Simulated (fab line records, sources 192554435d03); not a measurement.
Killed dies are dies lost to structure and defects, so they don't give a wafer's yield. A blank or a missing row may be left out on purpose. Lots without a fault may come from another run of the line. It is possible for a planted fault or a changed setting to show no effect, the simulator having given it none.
Lot-split experiment    flow n5Finfet    route with 1938 steps; 7 lots, 21 wafers read

== THE SPLIT ITSELF ==
At N5_SD_EPI_N_EPI_21 (deposits Si:P, time 690 s), the setting timeS was moved away from the recipe's 690 s on 4 of the 21 wafers read, by -15.1% to -13.8%. For the rest of the wafers, this setting stayed at what the recipe calls for.

== FROM THE SPLIT TO THE READING: what the file shows between them, 5 steps ==
- N5_SD_EPI_N_EPI_MEAS_23
- N5_SD_EPI_N_PRECLEAN_24: cleans in O3/DIW, time 60 s
- N5_SD_EPI_N_SRD_25: time 30 s
- N5_SD_ACTIVATION_RTA_00: time 0 s
- N5_SD_ACTIVATION_LSA_01: time 0.0008 s

== THE READING ==
At N5_SD_ACTIVATION_RS_MEAS_03, a four-point-probe measurement gives RS_SD_N in ohm/sq. On this fab line, fault-free wafers typically give 21.83 ohm/sq with a standard deviation of 0.27 ohm/sq.

wafer   tool, chamber at the split  timeS as run, s  against the recipe  RS_SD_N, ohm/sq  against lot-mates on the recipe
L075.1  epiRpcvd-02, 0              690              recipe              21.94            -
L075.5  epiRpcvd-02, 0              690              recipe              21.85            -
L075.6  epiRpcvd-02, 0              690              recipe              22.48            -
L080.1  epiRpcvd-03, 0              690              recipe              22.20            -
L080.3  epiRpcvd-03, 0              594.9            -13.8%              24.01            +2.00
L080.4  epiRpcvd-03, 0              690              recipe              21.83            -
L081.1  epiRpcvd-02, 0              690              recipe              21.69            -
L081.5  epiRpcvd-02, 0              690              recipe              21.80            -
L081.6  epiRpcvd-02, 0              690              recipe              21.91            -
L083.2  epiRpcvd-02, 0              690              recipe              22.30            -
L083.3  epiRpcvd-02, 0              592.9            -14.1%              24.64            +2.34
L083.5  epiRpcvd-02, 0              592.9            -14.1%              24.49            +2.19
L085.1  epiRpcvd-01, 0              585.5            -15.1%              24.00            +2.45
L085.3  epiRpcvd-01, 0              690              recipe              21.62            -
L085.6  epiRpcvd-01, 0              690              recipe              21.49            -
L088.1  epiRpcvd-03, 0              690              recipe              22.11            -
L088.2  epiRpcvd-03, 0              690              recipe              21.69            -
L088.3  epiRpcvd-03, 0              690              recipe              21.42            -
L097.1  epiRpcvd-03, 0              690              recipe              21.51            -
L097.5  epiRpcvd-03, 0              690              recipe              21.47            -
L097.6  epiRpcvd-03, 0              690              recipe              22.18            -

THE FIT
A straight line over all 21 wafers: RS_SD_N changes by -0.17 ohm/sq for each +1% of timeS; r = -0.95; the points scatter about the line by 0.33 ohm/sq.
The same after taking each lot's own level away (the mean of its wafers on the recipe; 21 wafers): -0.157 ohm/sq for each +1%; r = -0.97; scatter 0.22 ohm/sq.
That fit puts the effect of the largest move of timeS on the reading at 2.4 ohm/sq.
Across the lots, their own levels run from 21.555 to 22.300 ohm/sq, a range of 2.8 times the standard deviation given above.
Consequently the slope shifts little with the lot-to-lot level, the two slopes agreeing.
Check: +2.36 ohm/sq against its lot-mates is what the line predicts for one of the wafers moved furthest among these (-15.1%) when that wafer is left out of the fit. Against them it came out at +2.45 ohm/sq.

== OTHER SPLITS ON THESE WAFERS ==
Before the reading, these wafers also passed through other splits. Each is held against what the fit with the lots' levels taken away leaves over:
other split on the same wafers  wafers away from the commonest value  r with RS_SD_N (lot level and that fit taken away)
N5_WELL_APT_COAT_02 spinRpm     3                                     +0.34
N5_WELL_APT_EXPOSE_22 doseMj    7                                     -0.02
N5_WELL_APT_PEB_23 pebTimeS     9                                     -0.06
N5_FIN_CUT_COAT_29 spinRpm      8                                     -0.02
N5_SD_EPI_N_COAT_33 spinRpm     5                                     +0.07
N5_SD_EPI_N_PEB_07 pebTimeS     7                                     -0.06

== THE WHOLE CHAIN: every reading that the file lists as answering this split, in the file's order ==
step                         what it does                  reading                                                                         change (the file's fit)                r (the file's)
N5_SD_EPI_N_EPI_21           deposits Si:P, time 690 s     Si-P_of_SD_EPI_N_EPI_21.thkNm (the simulator's own value, which no gauge read)  +0.408 nm for each +1% of the setting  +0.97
N5_SD_EPI_N_EPI_MEAS_23                                    thkNm                                                                           withheld for each +1% of the setting   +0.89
N5_SD_ACTIVATION_RS_MEAS_03  measures by four-point-probe  RS_SD_N                                                                         -0.156 for each +1% of the setting     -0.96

== FILE'S OWN FIT ==
RS_SD_N changes by -0.156 ohm/sq for each +1% of timeS, r = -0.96.
